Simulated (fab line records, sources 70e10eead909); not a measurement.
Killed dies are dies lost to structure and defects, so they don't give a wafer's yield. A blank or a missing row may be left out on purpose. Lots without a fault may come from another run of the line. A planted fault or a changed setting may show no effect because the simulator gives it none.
Chamber matching | flow nand_harc | NHARC_A_CONTACT_DEP_58 on pecvd-04: 3 sister chambers
The step deposits SiON, target thk 90 nm. 3 wafers are shown with their chamber, then 7 later ones without.

WAFERS WITH THEIR CHAMBER
wafer  | chamber | heater_power_w (W)
L085.6 | 2       | 491
L089.1 | 0       | 755
L089.3 | 1       | 879

WAFERS WITHOUT THEIR CHAMBER
wafer  | heater_power_w (W)
L089.4 | 520
L092.1 | 717
L092.2 | 816
L092.5 | 731
L094.1 | 607
L094.2 | 742
L094.5 | 605

WHICH CHAMBER EACH WENT THROUGH
wafer  | from the rows above     | in truth
L089.4 | 2                       | 2
L092.1 | can't be placed: 0 or 1 | 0
L092.2 | can't be placed: 0 or 1 | 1
L092.5 | can't be placed: 0 or 1 | 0
L094.1 | can't be placed: 2 or 0 | 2
L094.2 | can't be placed: 0 or 1 | 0
L094.5 | can't be placed: 2 or 0 | 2
Placed correctly: 1 of 7. Can't be placed from these rows: 6 (the true chamber is among the candidates in 6). Placed wrongly: 0.
How it was worked out, from the rows above alone: a wafer's distance from a chamber is the root of the sum, over the readings, of the square of ((its reading less the chamber's mean) divided by the reading's scatter). The wafer belongs to the nearest chamber; if the next one is less than 2 further off, it can't be placed. A chamber's mean is the mean of its shown wafers. The scatter: with one shown wafer a chamber, the root of the mean of the squares of how far each hidden wafer lies from its nearest shown one.
